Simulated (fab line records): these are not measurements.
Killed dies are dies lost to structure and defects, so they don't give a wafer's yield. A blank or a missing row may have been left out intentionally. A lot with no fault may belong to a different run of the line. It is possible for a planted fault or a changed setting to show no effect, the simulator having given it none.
Chamber matching ; flow nandHarc ; NHARC_P_CONTACT_ALD_22 on aldMetal-01: 4 sister chambers
The step deposits TiN, target thk 3 nm, pulse time 1 s, ald cycles 150. 4 wafers are shown with their chamber, then 9 later ones without.

## WAFERS, EACH WITH ITS CHAMBER
wafer;chamber;heaterPowerW (W)
L091.5;0;1120
L090.1;2;962
L090.3;1;1124
L090.5;3;855

## WAFERS MISSING THEIR CHAMBER
wafer;heaterPowerW (W)
L093.2;1116
L093.3;1119
L093.5;1108
L093.1;872
L093.4;977
L093.6;1112
L094.1;887
L094.2;993
L094.5;1110

## THE CHAMBER EACH PASSED THROUGH
wafer;from the rows above;in truth
L093.2;can't be placed: 0 or 1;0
L093.3;can't be placed: 0 or 1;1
L093.5;can't be placed: 0 or 1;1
L093.1;3;3
L093.4;2;2
L093.6;can't be placed: 0 or 1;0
L094.1;3;3
L094.2;2;2
L094.5;can't be placed: 0 or 1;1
4 of 9 placed correctly. Not placeable from these rows: 5 (in 5, the candidates include the true chamber). Wrongly placed: 0.
How it was worked out, from the rows above alone: a wafer's distance from a chamber is the root of the sum, over the readings, of the square of ((its reading less the chamber's mean) divided by the reading's scatter). The wafer belongs to the nearest chamber; if the next one is less than 2 further off, it can't be placed. The mean given for a chamber averages the wafers shown for that chamber. The scatter: root of mean squared gap, hidden wafer to nearest shown wafer, with one shown wafer a chamber.
